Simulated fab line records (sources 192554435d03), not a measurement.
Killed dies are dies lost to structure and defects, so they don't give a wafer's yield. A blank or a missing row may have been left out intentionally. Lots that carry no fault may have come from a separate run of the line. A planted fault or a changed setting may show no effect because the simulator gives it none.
Which tool is to blame?	flow n5_finfet	20 lots with 60 wafers sampled at 5 steps, on a route of 1938 steps

== WHAT THE GAUGES SHOWED, per wafer ==
N5_BEOL_M8_CD_MEAS_28: target cd 40 nm. Usual: cd_nm reads 40.07 nm (standard deviation 0.24).
lot	measured	on	cd_nm (nm)	flag
L074	day 11 03:28	cd_sem-02	39.98 40.58 40.10	
L076	day 11 19:03	cd_sem-03	40.21 40.00 40.24	
L077	day 12 07:08	cd_sem-02	40.18 40.41 40.39	
L075	day 12 11:40	cd_sem-03	39.56 40.26 40.03	
L079	day 12 21:58	cd_sem-03	39.56 40.36 40.50	
L080	day 13 10:39	cd_sem-01	40.14 40.26 39.87	
L082	day 13 22:44	cd_sem-01	40.46 40.24 40.38	
L084	day 13 22:34	cd_sem-03	39.81 39.69 40.13	
L083	day 14 02:47	cd_sem-01	40.20 40.02 40.51	
L085	day 14 09:01	cd_sem-01	40.18 40.31 39.92	
L087	day 14 09:11	cd_sem-03	39.58 39.67 40.29	
L086	day 15 04:06	cd_sem-01	40.22 40.03 40.10	
L090	day 15 12:26	cd_sem-01	40.26 39.66 39.94	
L092	day 16 08:48	cd_sem-02	40.07 40.17 40.05	
L091	day 16 10:12	cd_sem-03	40.23 40.00 39.77	
L093	day 16 17:46	cd_sem-02	39.83 40.28 40.43	
L095	day 16 22:16	cd_sem-01	39.95 40.14 40.02	
L094	day 16 22:13	cd_sem-02	40.23 40.27 39.94	
L096	day 16 22:25	cd_sem-03	40.19 39.60 39.93	
L097	day 17 10:04	cd_sem-01	40.16 39.83 40.04	

== WHICH TOOL RAN EACH LOT (tool, then ch and the chambers of the sampled wafers, then the start) ==
lot	N5_BEOL_M7_DESCUM_16	N5_BEOL_M7_ETCH_66	N5_BEOL_M7_TRENCH_ETCH_37	N5_BEOL_M8_STRIP_19
L074	rie_diel-05 ch 0,1,3, day 10 17:59	rie_diel-06 ch 1,2,3, day 10 19:04	rie_diel-06 ch 1,2,3, day 11 02:38 or earlier	rie_diel-01 ch 0,3, day 11 02:38
L076	rie_diel-02 ch 2,3, day 11 08:36	rie_diel-05 ch 2,3, day 11 09:50	rie_diel-05 ch 2,3, day 11 17:17 or earlier	rie_diel-04 ch 1,2, day 11 17:17
L077	rie_diel-02 ch 0,2, day 11 22:06	rie_diel-06 ch 0,2,3, day 11 23:35	rie_diel-06 ch 0,2,3, day 12 05:47 or earlier	rie_diel-04 ch 0,1,3, day 12 05:47
L075	rie_diel-05 ch 2,3, day 12 01:31	rie_diel-05 ch 0,2, day 12 03:58	rie_diel-05 ch 0,2, day 12 09:08 or earlier	rie_diel-03 ch 0,1,2, day 12 09:08
L079	rie_diel-06 ch 0,1,2, day 12 08:41	rie_diel-06 ch 0,1,2, day 12 11:46	rie_diel-06 ch 0,1,2, day 12 18:28 or earlier	rie_diel-03 ch 0,2, day 12 18:28
L080	rie_diel-05 ch 0,1,2, day 12 23:44	rie_diel-02 ch 0,1,2, day 13 02:18	rie_diel-02 ch 0,1,2, day 13 08:19 or earlier	rie_diel-04 ch 0,3, day 13 08:19
L082	rie_diel-02 ch 0,1,2, day 13 12:50	rie_diel-02 ch 0,1,3, day 13 15:05	rie_diel-02 ch 0,1,3, day 13 20:46 or earlier	rie_diel-04 ch 2,3, day 13 20:46
L084	rie_diel-02 ch 2,3, day 13 13:12	rie_diel-06 ch 0,2, day 13 15:07	rie_diel-06 ch 0,2, day 13 20:54 or earlier	rie_diel-04 ch 0,2, day 13 20:54
L083	rie_diel-05 ch 0,1,3, day 13 16:10	rie_diel-02 ch 0,1,2, day 13 18:58	rie_diel-02 ch 0,1,2, day 14 01:02 or earlier	rie_diel-04 ch 0,3, day 14 01:02
L085	rie_diel-05 ch 0,1, day 14 00:47	rie_diel-06 ch 1,2,3, day 14 02:50	rie_diel-06 ch 1,2,3, day 14 07:28 or earlier	rie_diel-03 ch 0,2, day 14 07:28
L087	rie_diel-06 ch 0,1,2, day 14 01:01	rie_diel-05 ch 0,1, day 14 03:08	rie_diel-05 ch 0,1, day 14 08:15 or earlier	rie_diel-01 ch 0,1,3, day 14 08:15
L086	rie_diel-06 ch 0,1,3, day 14 19:26	rie_diel-05 ch 0,2, day 14 22:13	rie_diel-05 ch 0,2, day 15 03:37 or earlier	rie_diel-01 ch 1,3, day 15 03:37
L090	rie_diel-05 ch 1,2, day 14 23:34	rie_diel-02 ch 0,1,3, day 15 01:11	rie_diel-02 ch 0,1,3, day 15 08:02 or earlier	rie_diel-01 ch 1,2,3, day 15 08:02
L092	rie_diel-02 ch 0,3, day 15 20:49	rie_diel-02 ch 0,1,2, day 16 01:03	rie_diel-02 ch 0,1,2, day 16 06:29 or earlier	rie_diel-04 ch 0,1,3, day 16 06:29
L091	rie_diel-06 ch 0,2, day 15 21:18	rie_diel-02 ch 0,3, day 16 01:32	rie_diel-02 ch 0,3, day 16 09:46 or earlier	rie_diel-01 ch 1,2, day 16 09:46
L093	rie_diel-05 ch 0,2,3, day 16 06:08	rie_diel-02 ch 0,2, day 16 08:52	rie_diel-02 ch 0,2, day 16 15:46 or earlier	rie_diel-03 ch 0,1,2, day 16 15:46
L095	rie_diel-06 ch 1,2,3, day 16 09:43	rie_diel-05 ch 1,2, day 16 11:17	rie_diel-05 ch 1,2, day 16 19:45 or earlier	rie_diel-03 ch 0,2,3, day 16 19:45
L094	rie_diel-02 ch 0,2,3, day 16 09:47	rie_diel-06 ch 0,1,3, day 16 11:00	rie_diel-06 ch 0,1,3, day 16 19:24 or earlier	rie_diel-04 ch 1,2,3, day 16 19:24
L096	rie_diel-05 ch 0,2, day 16 10:12	rie_diel-02 ch 0,3, day 16 14:20	rie_diel-02 ch 0,3, day 16 19:53 or earlier	rie_diel-04 ch 0,1,3, day 16 19:53
L097	rie_diel-05 ch 0,2,3, day 16 19:10	rie_diel-06 ch 0,3, day 16 22:45	rie_diel-06 ch 0,3, day 17 07:32 or earlier	rie_diel-03 ch 1,2, day 17 07:32
- N5_BEOL_M7_DESCUM_16: chemistry O2, time 7.9 s.
- N5_BEOL_M7_ETCH_66: etches SOC in N2/H2, target depth 80 nm, overetch 16 nm, time 120 s.
- N5_BEOL_M7_TRENCH_ETCH_37: etches SiCOH lowk in C4F6/O2, target depth 93.478 nm, time 31.2 s.
- N5_BEOL_M8_STRIP_19: strips in O2.

== WHAT THE TOOLS THEMSELVES READ (means of the sampled wafers that have a number; where no wafer has one, the mark that the record gives instead) ==
N5_BEOL_M7_DESCUM_16. Usual: drypump_motor_current_A 5.7 A, standard deviation 0.45; oes_product_au 0.82 a.u., standard deviation 0.093; rf_vpp_V 243.2 V, standard deviation 1.5; showerhead_plenum_p_Torr 2.08 Torr, standard deviation 0.08; throttle_valve_pct 20.5 %, standard deviation 0.31.
lot	tool	drypump_motor_current_A (A)	oes_product_au (a.u.)	rf_vpp_V (V)	showerhead_plenum_p_Torr (Torr)	throttle_valve_pct (%)	flag
L074	rie_diel-05	5.5	0.78	243.6	2.09	20.4	
L076	rie_diel-02	5.2	0.84	243.8	2.08	20.6	
L077	rie_diel-02	5.8	0.87	242.9	2.09	20.0	
L075	rie_diel-05	5.7	0.72	243.6	2.14	20.6	
L079	rie_diel-06	5.9	0.78	242.5	2.04	20.7	
L080	rie_diel-05	5.8	0.88	244.0	2.12	20.4	
L082	rie_diel-02	6.0	0.83	243.4	2.12	20.2	
L084	rie_diel-02	5.3	0.79	242.7	2.04	20.6	
L083	rie_diel-05	5.5	0.84	243.4	2.08	20.3	
L085	rie_diel-05	5.7	0.94	243.5	2.11	20.2	
L087	rie_diel-06	6.0	0.76	243.0	2.03	20.7	
L086	rie_diel-06	5.9	0.70	241.3	1.98	20.8	
L090	rie_diel-05	5.9	0.80	244.7	2.15	20.7	
L092	rie_diel-02	5.5	0.84	242.8	2.11	20.4	
L091	rie_diel-06	5.8	0.80	242.8	2.05	20.7	
L093	rie_diel-05	5.7	0.84	243.2	2.09	20.4	
L095	rie_diel-06	6.2	0.84	244.9	2.14	20.6	
L094	rie_diel-02	5.5	0.81	244.0	2.07	20.3	
L096	rie_diel-05	5.9	0.81	244.2	2.07	20.6	
L097	rie_diel-05	5.6	0.84	243.2	2.08	20.4	

N5_BEOL_M7_ETCH_66. Usual: drypump_motor_current_A 5.8 A, standard deviation 0.49; oes_product_au 0.62 a.u., standard deviation 0.06; rf_vpp_V 523.9 V, standard deviation 3; showerhead_plenum_p_Torr 2.55 Torr, standard deviation 0.11; throttle_valve_pct 17.91 %, standard deviation 0.27.
lot	tool	drypump_motor_current_A (A)	oes_product_au (a.u.)	rf_vpp_V (V)	showerhead_plenum_p_Torr (Torr)	throttle_valve_pct (%)	flag
L074	rie_diel-06	6.2	0.60	522.8	2.50	18.03	
L076	rie_diel-05	5.7	0.55	525.1	2.61	18.12	
L077	rie_diel-06	5.8	0.59	520.4	2.44	18.01	
L075	rie_diel-05	5.9	0.61	525.1	2.59	18.15	
L079	rie_diel-06	6.0	0.60	523.7	2.48	18.05	
L080	rie_diel-02	6.0	0.64	524.9	2.58	17.66	
L082	rie_diel-02	6.0	0.65	526.9	2.62	17.78	
L084	rie_diel-06	5.8	0.63	522.9	2.50	17.99	
L083	rie_diel-02	6.0	0.64	525.1	2.58	17.66	
L085	rie_diel-06	6.2	0.57	522.6	2.49	18.04	
L087	rie_diel-05	5.7	0.69	523.6	2.52	17.73	
L086	rie_diel-05	5.9	0.59	524.9	2.58	18.17	
L090	rie_diel-02	6.0	0.64	526.0	2.62	17.80	
L092	rie_diel-02	6.0	0.62	524.3	2.57	17.71	
L091	rie_diel-02	5.5	0.64	524.5	2.57	17.94	
L093	rie_diel-02	5.6	0.60	522.9	2.48	17.72	
L095	rie_diel-05	5.9	0.60	525.1	2.63	18.17	
L094	rie_diel-06	5.9	0.62	523.4	2.51	18.03	
L096	rie_diel-02	5.9	0.65	524.6	2.59	17.66	
L097	rie_diel-06	5.8	0.68	524.7	2.57	17.88	

N5_BEOL_M7_TRENCH_ETCH_37. Usual: value, then standard deviation, for each; drypump_motor_current_A 5.8 A / 0.49; mfc_ar_sccm 300.1 sccm / 0.85; oes_f_703_au 0.81 a.u. / 0.072; oes_product_au 0.81 a.u. / 0.08; rf_vpp_V 672 V / 11; showerhead_plenum_p_Torr 2.85 Torr / 0.11; throttle_valve_pct 21.0 % / 0.31.
lot	tool	drypump_motor_current_A (A)	mfc_ar_sccm (sccm)	oes_f_703_au (a.u.)	oes_product_au (a.u.)	rf_vpp_V (V)	showerhead_plenum_p_Torr (Torr)	throttle_valve_pct (%)	flag
L074	rie_diel-06	6.2	300.5	0.78	0.78	674	2.81	21.2	
L076	rie_diel-05	5.7	299.8	0.74	0.73	662	2.91	21.2	
L077	rie_diel-06	5.8	299.6	0.77	0.77	674	2.74	21.2	
L075	rie_diel-05	5.9	300.2	0.80	0.80	661	2.91	21.2	
L079	rie_diel-06	6.0	300.2	0.79	0.78	666	2.77	21.2	
L080	rie_diel-02	6.0	300.7	0.84	0.83	680	2.88	20.7	
L082	rie_diel-02	6.0	300.6	0.86	0.86	674	2.93	20.8	
L084	rie_diel-06	5.8	300.9	0.81	0.81	671	2.78	21.1	
L083	rie_diel-02	6.0	299.8	0.84	0.83	679	2.88	20.7	
L085	rie_diel-06	6.2	300.6	0.76	0.75	675	2.80	21.2	
L087	rie_diel-05	5.8	301.1	0.89	0.91	667	2.84	20.9	
L086	rie_diel-05	5.9	299.3	0.78	0.78	660	2.90	21.3	
L090	rie_diel-02	6.0	300.9	0.85	0.84	673	2.92	20.8	
L092	rie_diel-02	6.0	300.2	0.82	0.82	679	2.87	20.8	
L091	rie_diel-02	5.6	300.3	0.84	0.84	667	2.88	21.0	
L093	rie_diel-02	5.6	300.8	0.79	0.79	677	2.79	20.9	
L095	rie_diel-05	5.9	299.8	0.78	0.77	661	2.93	21.2	
L094	rie_diel-06	5.9	299.4	0.81	0.81	673	2.82	21.2	
L096	rie_diel-02	5.8	300.4	0.86	0.85	665	2.90	20.7	
L097	rie_diel-06	5.8	299.7	0.87	0.89	686	2.90	21.1	

N5_BEOL_M8_STRIP_19. Usual: drypump_motor_current_A 5.8 A, standard deviation 0.5; oes_product_au 0.81 a.u., standard deviation 0.098; rf_vpp_V 3.7 V, standard deviation 0.62; showerhead_plenum_p_Torr 2.11 Torr, standard deviation 0.087; throttle_valve_pct 16.6 %, standard deviation 0.35.
lot	tool	drypump_motor_current_A (A)	oes_product_au (a.u.)	rf_vpp_V (V)	showerhead_plenum_p_Torr (Torr)	throttle_valve_pct (%)	flag
L074	rie_diel-01	6.2	0.77	3.9	2.12	16.7	
L076	rie_diel-04	5.9	0.75	3.6	2.05	16.8	
L077	rie_diel-04	5.9	0.83	4.1	2.16	16.6	
L075	rie_diel-03	5.4	0.86	4.0	2.13	16.4	
L079	rie_diel-03	5.6	0.87	3.0	2.17	16.4	
L080	rie_diel-04	5.7	0.78	4.1	2.15	16.9	
L082	rie_diel-04	5.3	0.82	4.6	2.15	16.5	
L084	rie_diel-04	5.7	0.69	3.6	2.03	17.1	
L083	rie_diel-04	5.7	0.76	3.8	2.14	16.9	
L085	rie_diel-03	5.4	0.80	3.4	2.09	16.5	
L087	rie_diel-01	6.1	0.79	3.7	2.07	16.7	
L086	rie_diel-01	5.9	0.83	4.8	2.03	16.6	
L090	rie_diel-01	6.1	0.79	4.0	2.03	16.8	
L092	rie_diel-04	5.9	0.78	3.7	2.15	16.6	
L091	rie_diel-01	6.1	0.78	3.4	2.01	17.0	
L093	rie_diel-03	5.4	0.81	4.5	2.12	16.4	
L095	rie_diel-03	5.8	0.83	3.7	2.13	16.4	
L094	rie_diel-04	5.7	0.87	3.8	2.20	16.5	
L096	rie_diel-04	5.9	0.77	3.7	2.14	16.7	
L097	rie_diel-03	5.3	0.74	3.1	2.04	16.5	

== THE ANSWER, worked out from the rows above alone ==
Rule: a lot is off if the mean of its wafers that have a number lies more than 3 standard deviations from the usual mean. A lot without any number at a reading at which 4 lots or more have one is off too. The other lots that the step has rows for count as sound. First the gauges in route order, then the tools' own readings, where a lot's mean is used as printed above. The first step at which some lot is off is used, and at that step the reading that is off furthest; a lot without a number counts as furthest.
Nothing can be told from this: no lot is off at any reading shown.

== WHAT THE SIMULATOR PUT IN ==
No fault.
